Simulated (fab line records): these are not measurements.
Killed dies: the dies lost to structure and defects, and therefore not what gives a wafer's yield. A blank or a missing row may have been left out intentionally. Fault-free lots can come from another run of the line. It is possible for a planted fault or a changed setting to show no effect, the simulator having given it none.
fab line records | flow nand_harc
[record] lots = 11 | wafers = 33 | last_day = 33
route steps=1302 shown A_STAIRCASE@704
lots untouched by any fault: they come from a run of this same line in which no faults occurred
start_h: hours from the record's first day to the start of the lot's first wafer shown | wait_h: time in hours since the lot's previous step | " identical to the entry in the row above | L1.1+2: one row covering several wafers at once | - no value, or no start given | * or withheld: withheld | < > ~ a bound
route shown NAME@n: names a module that has steps shown in the file, with the first one's number in the route | usual: mean and standard deviation over wafers with no fault | same: alike in all rows | chamber/n: place in a boat | sites: the reading at each site | _std_site: the standard deviation of these | _edge_site: mean of outer sites minus mean of inner sites | radius_mm: for every site, how far away it sits from the centre of the wafer | mask NAME#n: copy n | behind: tool/chamber where the wafer was last shaped | hold: why the lot was held/for how many hours/how that ended | device: which transistor (n, p or np) failed to switch | end of line: the same wafers' tests at the end of the route | step lacking rows: just its recipe | killed: count of dies lost to structure and defects at first sort (not the wafer's yield) | map: per-die view of a wafer (x killed, . not killed, _ where there is no die)
set.NAME: the run value of the setting; set.NAME@STEP: its run value at that earlier step | model.NAME: the simulator's own value behind a step, which no gauge read
the route's steps for a sample of lots (tables are steps, rows are wafers)
services: when a tool's chamber went out of use (start_h, in hours from the record's first day, below 0 if earlier), for how many hours, and the reason
[[steps]]
[step NHARC_A_STAIRCASE_ETCH_190]
[recipe] target_depth_a = 1000 | time_s = 40.5 | ion_energy_ev = 400 | c4f8_flow_sccm = 20 | o2_flow_sccm = 10 | ar_flow_sccm = withheld | rf_w = 600 | bias_w = 1000 | chemistry = C4F8/O2
[usual] oes_product_au = 0.942/0.0097 | rf_vpp_V = 896/7.4
lot.wafer | tool        | chamber | start_h | wait_h | oes_product_au | rf_hours_counter_h | rf_vpp_V
L696.2    | rie_diel-05 | 3       | -       | -      | 0.935          | 37                 | 905
L696.3    | "           | 0       | "       | "      | 0.936          | 37                 | 887
L696.1    | "           | 1       | "       | "      | 0.945          | 36                 | 900
L698.3    | rie_diel-03 | 3       | -       | -      | 0.956          | 32                 | 887
L698.5    | "           | 0       | "       | "      | 0.947          | -                  | 893
L698.6    | "           | 1       | "       | "      | 0.947          | -                  | 892
L700.1    | rie_diel-04 | 3       | -       | -      | 0.920          | 15                 | 889
L700.3    | "           | 0       | "       | "      | 0.934          | 13                 | 906
L700.6    | "           | 0       | "       | "      | 0.939          | -                  | 905
L699.1    | rie_diel-04 | 2       | -       | -      | 0.941          | 13                 | 890
L699.2    | "           | 1       | "       | "      | 0.945          | 11                 | 895
L699.5    | "           | 3       | "       | "      | 0.938          | -                  | 888
L701.3    | rie_diel-03 | 3       | -       | -      | 0.945          | 44                 | 886
L701.5    | "           | 1       | "       | "      | 0.924          | -                  | 891
L701.6    | "           | 2       | "       | "      | 0.942          | -                  | 903
L703.3    | rie_diel-03 | 2       | -       | -      | 0.939          | 42                 | 903
L703.2    | "           | 3       | "       | "      | 0.944          | 53                 | 885
L703.4    | "           | 0       | "       | "      | 0.943          | 50                 | 891
L702.1    | rie_diel-05 | 2       | -       | -      | 0.930          | 7                  | 887
L702.4    | "           | 3       | "       | "      | 0.934          | 8                  | 904
L702.6    | "           | 1       | "       | "      | 0.946          | -                  | 897
L709.3    | rie_diel-03 | 3       | -       | -      | 0.939          | 11                 | 906
L709.4    | "           | 1       | "       | "      | 0.949          | 9                  | 890
L709.5    | "           | 3       | "       | "      | 0.939          | -                  | 906
L712.1    | rie_diel-03 | 3       | -       | -      | 0.936          | 21                 | 905
L712.5    | "           | 2       | "       | "      | 0.953          | -                  | 905
L712.6    | "           | 3       | "       | "      | 0.939          | -                  | 905
L715.1    | rie_diel-04 | 1       | -       | -      | 0.949          | 5                  | 893
L715.2    | "           | 2       | "       | "      | 0.934          | 3                  | 889
L715.6    | "           | 0       | "       | "      | 0.934          | -                  | 904
L717.3    | rie_diel-05 | 0       | -       | -      | 0.939          | 55                 | 905
L717.1    | "           | 2       | "       | "      | 0.939          | 54                 | 886
L717.4    | "           | 3       | "       | "      | 0.950          | 58                 | 902
[step NHARC_A_STAIRCASE_TRIM_196]
[recipe] time_s = 211.2 | o2_flow_sccm = 500 | ar_flow_sccm = 0 | bias_w = 0 | chemistry = O2
[usual] drypump_motor_current_A = 5.7/0.41 | oes_product_au = 1.001/0.0071 | rf_vpp_V = 57.7/0.91 | run_length_s = 232.5/0.4 | showerhead_plenum_p_Torr = 3.50/0.19 | throttle_valve_pct = 17.036/0.0094
lot.wafer | tool        | chamber | start_h | wait_h | drypump_motor_current_A | oes_product_au | rf_hours_counter_h | rf_vpp_V | run_length_s | showerhead_plenum_p_Torr | throttle_valve_pct
L696.1    | rie_diel-05 | 0       | 326.19  | 0.1    | 6.3                     | 1.009          | 38                 | 56.6     | 231.7        | 3.30                     | 17.037
L696.2    | "           | 2       | "       | "      | 6.1                     | 1.002          | 43                 | 56.8     | 233.1        | 3.30                     | 17.046
L696.3    | "           | 3       | "       | "      | 5.2                     | 1.000          | 38                 | 59.0     | 232.0        | 3.75                     | 17.028
L698.3    | rie_diel-03 | 1       | 354.93  | 0.1    | 5.9                     | 0.997          | 34                 | 56.5     | 232.7        | 3.37                     | 17.059
L698.5    | "           | 1       | "       | "      | 5.9                     | 1.001          | -                  | 57.8     | 232.5        | 3.37                     | 17.042
L698.6    | "           | 2       | "       | "      | 5.0                     | 1.016          | -                  | 59.4     | 232.3        | 3.74                     | 17.045
L700.3    | rie_diel-03 | 0       | 385.85  | 0.1    | 5.2                     | 1.002          | 39                 | 57.6     | 232.7        | 3.41                     | 17.029
L700.1    | "           | 1       | "       | "      | 5.9                     | 0.991          | 42                 | 56.3     | 232.5        | 3.36                     | 17.012
L700.6    | "           | 3       | "       | "      | 6.1                     | 1.001          | -                  | 56.6     | 232.4        | 3.28                     | 17.022
L699.1    | rie_diel-04 | 1       | 386.05  | 0.1    | 6.0                     | 1.004          | 11                 | 57.1     | 232.3        | 3.51                     | 17.042
L699.2    | "           | 2       | "       | "      | 5.6                     | 0.987          | 13                 | 56.8     | 232.2        | 3.34                     | 17.049
L699.5    | "           | 0       | "       | "      | 5.9                     | 0.984          | -                  | 56.2     | 232.7        | 3.80                     | 17.034
L701.3    | rie_diel-04 | 3       | 392.70  | 0.1    | 6.1                     | 1.002          | 17                 | 57.5     | 232.3        | 3.31                     | 17.036
L701.5    | "           | 1       | "       | "      | 6.0                     | 1.006          | -                  | 57.5     | 232.0        | 3.50                     | 17.019
L701.6    | "           | 2       | "       | "      | 5.6                     | 0.994          | -                  | 55.9     | 232.7        | 3.34                     | 17.043
L703.4    | rie_diel-03 | 1       | 414.80  | 0.1    | 5.9                     | 1.004          | 55                 | 58.0     | 232.5        | 3.36                     | 17.038
L703.3    | "           | 2       | "       | "      | 5.0                     | 1.007          | 42                 | 58.3     | 232.4        | 3.73                     | 17.036
L703.2    | "           | 3       | "       | "      | 6.1                     | 1.010          | 53                 | 57.0     | 233.2        | 3.28                     | 17.035
L702.1    | rie_diel-05 | 2       | 417.70  | 0.1    | 6.1                     | 1.004          | 7                  | 56.3     | 233.0        | 3.29                     | 17.035
L702.4    | "           | 3       | "       | "      | 5.2                     | 1.000          | 8                  | 58.9     | 232.0        | 3.74                     | 17.042
L702.6    | "           | 2       | "       | "      | 6.2                     | 1.003          | -                  | 58.2     | 233.0        | 3.29                     | 17.039
L709.3    | rie_diel-05 | 1       | 473.42  | 0.1    | 5.4                     | 1.005          | 24                 | 57.9     | 232.3        | 3.58                     | 17.034
L709.4    | "           | 3       | "       | "      | 5.2                     | 1.005          | 30                 | 57.8     | 232.4        | 3.73                     | 17.058
L709.5    | "           | 2       | "       | "      | 6.1                     | 1.003          | -                  | 58.1     | 233.1        | 3.28                     | 17.029
L712.1    | rie_diel-05 | 2       | 501.75  | 0.1    | 6.2                     | 0.999          | 32                 | 57.3     | 233.3        | 3.28                     | 17.047
L712.6    | "           | 3       | "       | "      | 5.2                     | 1.002          | -                  | 58.0     | 232.0        | 3.72                     | 17.030
L712.5    | "           | 0       | "       | "      | 6.3                     | 1.002          | -                  | 58.0     | 231.7        | 3.79                     | 17.030
L715.1    | rie_diel-04 | 2       | 537.27  | 0.1    | 5.5                     | 0.987          | 3                  | 56.7     | 232.1        | 3.31                     | 17.040
L715.2    | "           | 0       | "       | "      | 5.9                     | 0.993          | 3                  | 58.8     | 232.5        | 3.77                     | 17.040
L715.6    | "           | 3       | "       | "      | 6.1                     | 1.005          | -                  | 56.7     | 231.9        | 3.29                     | 17.015
L717.1    | rie_diel-03 | 3       | 556.48  | 0.1    | 6.1                     | 0.998          | 36                 | 58.3     | 232.9        | 3.79                     | 17.032
L717.3    | "           | 1       | "       | "      | 5.9                     | 1.010          | 34                 | 57.5     | 232.4        | 3.34                     | 17.042
L717.4    | "           | 2       | "       | "      | 5.0                     | 1.008          | 31                 | 55.9     | 232.3        | 3.71                     | 17.028
[step NHARC_A_STAIRCASE_TRIM_198]
[recipe] time_s = 211.2 | o2_flow_sccm = 500 | ar_flow_sccm = 0 | bias_w = 0 | chemistry = O2
[usual] drypump_motor_current_A = 5.7/0.42 | oes_product_au = 1.002/0.0069 | rf_vpp_V = 57.7/1 | run_length_s = 232.5/0.39 | showerhead_plenum_p_Torr = 3.51/0.2 | throttle_valve_pct = 17.035/0.0098
lot.wafer | tool        | chamber | start_h | wait_h | drypump_motor_current_A | oes_product_au | rf_hours_counter_h | rf_vpp_V | run_length_s | showerhead_plenum_p_Torr | throttle_valve_pct
L696.1    | rie_diel-05 | 3       | 326.50  | -      | 5.2                     | 1.000          | 38                 | 59.0     | 231.9        | 3.75                     | 17.051
L696.3    | "           | 1       | "       | "      | 5.4                     | 1.008          | 37                 | 58.3     | 232.8        | 3.61                     | 17.030
L696.2    | "           | 2       | "       | "      | 6.2                     | 1.001          | 44                 | 57.6     | 233.2        | 3.30                     | 17.033
L698.3    | rie_diel-03 | 1       | 355.23  | -      | 5.9                     | 0.992          | 34                 | 58.0     | 232.4        | 3.37                     | 17.022
L698.5    | "           | 3       | "       | "      | 6.1                     | 1.002          | -                  | 57.4     | 233.2        | 3.29                     | 17.055
L698.6    | "           | 0       | "       | "      | 5.1                     | 0.996          | -                  | 56.5     | 233.1        | 3.41                     | 17.033
L700.3    | rie_diel-03 | 0       | 386.18  | -      | 5.2                     | 1.005          | 39                 | 58.1     | 232.9        | 3.41                     | 17.038
L700.1    | "           | 3       | "       | "      | 6.1                     | 0.995          | 42                 | 56.9     | 232.9        | 3.28                     | 17.040
L700.6    | "           | 3       | "       | "      | 6.1                     | 1.007          | -                  | 57.8     | 232.4        | 3.28                     | 17.038
L699.1    | rie_diel-04 | 1       | 386.30  | -      | 6.0                     | 1.010          | 11                 | 58.7     | 232.7        | 3.51                     | 17.032
L699.2    | "           | 3       | "       | "      | 6.1                     | 1.007          | 15                 | 57.7     | 231.9        | 3.31                     | 17.028
L699.5    | "           | 1       | "       | "      | 6.1                     | 1.000          | -                  | 57.6     | 232.2        | 3.51                     | 17.035
L701.3    | rie_diel-04 | 2       | 392.97  | -      | 5.6                     | 0.993          | 15                 | 55.6     | 232.3        | 3.34                     | 17.020
L701.5    | "           | 3       | "       | "      | 6.1                     | 0.992          | -                  | 55.6     | 232.0        | 3.31                     | 17.044
L701.6    | "           | 0       | "       | "      | 5.9                     | 0.984          | -                  | 59.1     | 232.7        | 3.80                     | 17.040
L703.3    | rie_diel-03 | 1       | 415.05  | -      | 5.9                     | 0.995          | 55                 | 57.2     | 232.5        | 3.36                     | 17.049
L703.2    | "           | 3       | "       | "      | 6.1                     | 1.011          | 53                 | 58.0     | 232.4        | 3.28                     | 17.056
L703.4    | "           | 0       | "       | "      | 5.2                     | 1.010          | 50                 | 59.4     | 232.6        | 3.40                     | 17.026
L702.4    | rie_diel-05 | 0       | 418.00  | -      | 6.3                     | 0.996          | 9                  | 58.2     | 231.9        | 3.80                     | 17.031
L702.1    | "           | 1       | "       | "      | 5.3                     | 1.012          | 8                  | 58.0     | 232.6        | 3.59                     | 17.040
L702.6    | "           | 0       | "       | "      | 6.3                     | 1.005          | -                  | 59.0     | 232.1        | 3.80                     | 17.060
L709.4    | rie_diel-05 | 3       | 473.72  | -      | 5.2                     | 1.000          | 30                 | 57.4     | 209.7        | 3.73                     | 17.037
L709.3    | "           | 0       | "       | "      | 6.3                     | 0.994          | 27                 | 59.0     | 209.4        | 3.79                     | 17.013
L709.5    | "           | 2       | "       | "      | 6.1                     | 0.990          | -                  | 58.6     | 210.3        | 3.28                     | 17.027
L712.1    | rie_diel-05 | 3       | 501.98  | -      | 5.1                     | 0.998          | 37                 | 57.6     | 209.0        | 3.72                     | 17.036
L712.5    | "           | 1       | "       | "      | 5.4                     | 1.019          | -                  | 59.5     | 209.7        | 3.58                     | 17.020
L712.6    | "           | 2       | "       | "      | 6.1                     | 0.995          | -                  | 55.0     | 210.0        | 3.28                     | 17.038
L715.2    | rie_diel-04 | 0       | 537.55  | -      | 6.0                     | 0.997          | 3                  | 59.3     | 232.7        | 3.77                     | 17.040
L715.1    | "           | 2       | "       | "      | 5.6                     | 0.988          | 3                  | 57.3     | 232.4        | 3.31                     | 17.029
L715.6    | "           | 1       | "       | "      | 6.0                     | 1.004          | -                  | 57.1     | 232.2        | 3.48                     | 17.032
L717.4    | rie_diel-03 | 2       | 556.75  | -      | 5.0                     | 1.004          | 31                 | 58.7     | 232.5        | 3.71                     | 17.040
L717.3    | "           | 0       | "       | "      | 5.2                     | 0.998          | 38                 | 57.6     | 233.0        | 3.38                     | 17.017
L717.1    | "           | 1       | "       | "      | 5.9                     | 1.005          | 34                 | 57.0     | 232.6        | 3.34                     | 17.043
[step NHARC_A_STAIRCASE_TRIM_202]
[recipe] time_s = 211.2 | o2_flow_sccm = 500 | ar_flow_sccm = 0 | bias_w = 0 | chemistry = O2
[usual] drypump_motor_current_A = 5.7/0.41 | oes_product_au = 1.002/0.0073 | rf_vpp_V = 57.7/0.93 | run_length_s = 232.5/0.37 | showerhead_plenum_p_Torr = 3.50/0.2 | throttle_valve_pct = 17.036/0.0094
lot.wafer | tool        | chamber | start_h | wait_h | drypump_motor_current_A | oes_product_au | rf_hours_counter_h | rf_vpp_V | run_length_s | showerhead_plenum_p_Torr | throttle_valve_pct
L696.3    | rie_diel-05 | 1       | -       | -      | 5.4                     | 0.996          | 37                 | 57.9     | 232.5        | 3.61                     | 17.030
L696.2    | "           | 2       | "       | "      | 6.1                     | 0.999          | 44                 | 57.1     | 233.1        | 3.30                     | 17.041
L696.1    | "           | 3       | "       | "      | 5.2                     | 0.998          | 38                 | 58.9     | 232.1        | 3.75                     | 17.049
L698.3    | rie_diel-03 | 2       | -       | -      | 5.0                     | 0.994          | 24                 | 57.8     | 232.7        | 3.74                     | 17.034
L698.6    | "           | 3       | "       | "      | 6.1                     | 1.002          | -                  | 58.0     | 232.5        | 3.29                     | 17.046
L698.5    | "           | 0       | "       | "      | 5.2                     | 0.999          | -                  | 57.1     | 232.7        | 3.41                     | 17.032
L700.3    | rie_diel-03 | 0       | -       | -      | 5.1                     | 1.005          | 39                 | 56.9     | 232.8        | 3.41                     | 17.042
L700.1    | "           | 3       | "       | "      | 6.1                     | 1.001          | 43                 | 57.3     | 232.5        | 3.28                     | 17.030
L700.6    | "           | 3       | "       | "      | 6.1                     | 0.999          | -                  | 56.4     | 232.5        | 3.28                     | 17.037
L699.2    | rie_diel-04 | 0       | -       | -      | 6.0                     | 0.999          | 14                 | 59.7     | 232.8        | 3.80                     | 17.047
L699.1    | "           | 3       | "       | "      | 6.1                     | 1.009          | 16                 | 57.0     | 232.3        | 3.31                     | 17.048
L699.5    | "           | 0       | "       | "      | 6.0                     | 0.996          | -                  | 57.4     | 232.6        | 3.80                     | 17.043
L701.3    | rie_diel-04 | 2       | -       | -      | 5.6                     | 1.006          | 15                 | 56.9     | 232.3        | 3.34                     | 17.032
L701.6    | "           | 2       | "       | "      | 5.6                     | 0.998          | -                  | 57.1     | 232.3        | 3.34                     | 17.042
L701.5    | "           | 3       | "       | "      | 6.1                     | 0.994          | -                  | 57.5     | 232.1        | 3.31                     | 17.025
L703.4    | rie_diel-03 | 0       | -       | -      | 5.2                     | 1.009          | 51                 | 56.7     | 232.7        | 3.40                     | 17.047
L703.2    | "           | 1       | "       | "      | 5.9                     | 0.994          | 55                 | 57.6     | 233.1        | 3.36                     | 17.029
L703.3    | "           | 2       | "       | "      | 5.0                     | 0.997          | 43                 | 57.8     | 232.2        | 3.73                     | 17.040
L702.1    | rie_diel-05 | 1       | -       | -      | 5.4                     | 1.019          | 8                  | 58.0     | 232.5        | 3.59                     | 17.036
L702.4    | "           | 0       | "       | "      | 6.3                     | 0.993          | 10                 | 58.1     | 231.9        | 3.80                     | 17.034
L702.6    | "           | 2       | "       | "      | 6.1                     | 1.001          | -                  | 56.0     | 233.0        | 3.29                     | 17.018
L709.3    | rie_diel-05 | 3       | -       | -      | 5.2                     | 1.000          | 30                 | 58.0     | 232.2        | 3.73                     | 17.035
L709.4    | "           | 0       | "       | "      | 6.3                     | 1.009          | 27                 | 58.7     | 231.8        | 3.79                     | 17.051
L709.5    | "           | 3       | "       | "      | 5.2                     | 1.011          | -                  | 59.2     | 232.1        | 3.73                     | 17.040
L712.1    | rie_diel-05 | 1       | -       | -      | 5.4                     | 1.009          | 31                 | 57.8     | 232.6        | 3.58                     | 17.034
L712.5    | "           | 2       | "       | "      | 6.2                     | 1.000          | -                  | 57.8     | 233.0        | 3.28                     | 17.030
L712.6    | "           | 3       | "       | "      | 5.2                     | 0.994          | -                  | 57.9     | 232.4        | 3.72                     | 17.033
L715.2    | rie_diel-04 | 1       | -       | -      | 6.0                     | 0.998          | 6                  | 56.9     | 232.3        | 3.48                     | 17.033
L715.1    | "           | 2       | "       | "      | 5.6                     | 0.998          | 3                  | 58.8     | 232.2        | 3.31                     | 17.037
L715.6    | "           | 2       | "       | "      | 5.6                     | 0.984          | -                  | 57.6     | 232.3        | 3.31                     | 17.045
L717.3    | rie_diel-03 | 0       | -       | -      | 5.2                     | 0.992          | 39                 | 57.2     | 232.7        | 3.38                     | 17.065
L717.4    | "           | 1       | "       | "      | 5.9                     | 1.000          | 34                 | 57.6     | 232.4        | 3.34                     | 17.035
L717.1    | "           | 3       | "       | "      | 6.1                     | 1.002          | 36                 | 57.6     | 232.5        | 3.79                     | 17.031
[[services]]
tool        | chamber | start_h | hours | kind
rie_diel-03 | 2       | 302.32  | 7.2   | repair
rie_diel-04 | 3       | 306.72  | 6.5   | repair
rie_diel-03 | 0       | 315.37  | -     | clean
rie_diel-03 | 1       | 315.37  | -     | clean
rie_diel-03 | 2       | 315.37  | -     | clean
rie_diel-03 | 3       | 315.37  | -     | clean
rie_diel-03 | 2       | 322.94  | 19.4  | repair
rie_diel-04 | -       | 331.16  | 9.0   | pm
rie_diel-03 | 0       | 334.78  | 17.2  | repair
rie_diel-03 | 1       | 340.13  | -     | clean
rie_diel-03 | 3       | 340.13  | -     | clean
rie_diel-03 | 3       | 351.10  | 2.8   | repair
rie_diel-05 | -       | 355.45  | 0.1   | repair
rie_diel-03 | 0       | 364.63  | -     | clean
rie_diel-03 | 1       | 364.63  | -     | clean
rie_diel-03 | 2       | 364.63  | -     | clean
rie_diel-03 | 2       | 383.24  | 6.9   | repair
rie_diel-03 | -       | 434.37  | 9.0   | pm
rie_diel-05 | 2       | 447.62  | 9.7   | repair
rie_diel-04 | -       | 508.16  | 9.0   | pm
rie_diel-04 | 2       | 520.78  | 7.4   | repair
rie_diel-05 | 3       | 534.63  | 5.9   | repair
rie_diel-04 | 0       | 541.99  | 1.3   | repair
rie_diel-04 | 1       | 553.16  | 6.0   | repair
[[key]]
[first_sign] step = NHARC_A_STAIRCASE_TRIM_198 | reading = run_length_s | direction = down | sigmas = 59 | usual = * | struck = *
effect none on later readings
met_at NHARC_A_STAIRCASE_TRIM_198
struck_lots L709,L712
tester_left_out L709,L712
not_acting_at NHARC_A_STAIRCASE_ETCH_190,NHARC_A_STAIRCASE_TRIM_196,NHARC_A_STAIRCASE_TRIM_202
onset_between 418.00 473.72
[fault] kind = process_parameter_drift | tool = rie_diel-05 | chamber = - | onset_h = 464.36 | steps = NHARC_A_STAIRCASE_TRIM_198 | channel = time_s | offset = * | shape = step | end_h = 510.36 | acts_in = * | stated = *
// tester_left_out: of these lots the tester's yield and bins aren't shown, on N5 and GAA mostly nor the transistor test; their killed dies are dies lost to structure and defects alone, not to doping, threshold or leakage, so they don't give the yield
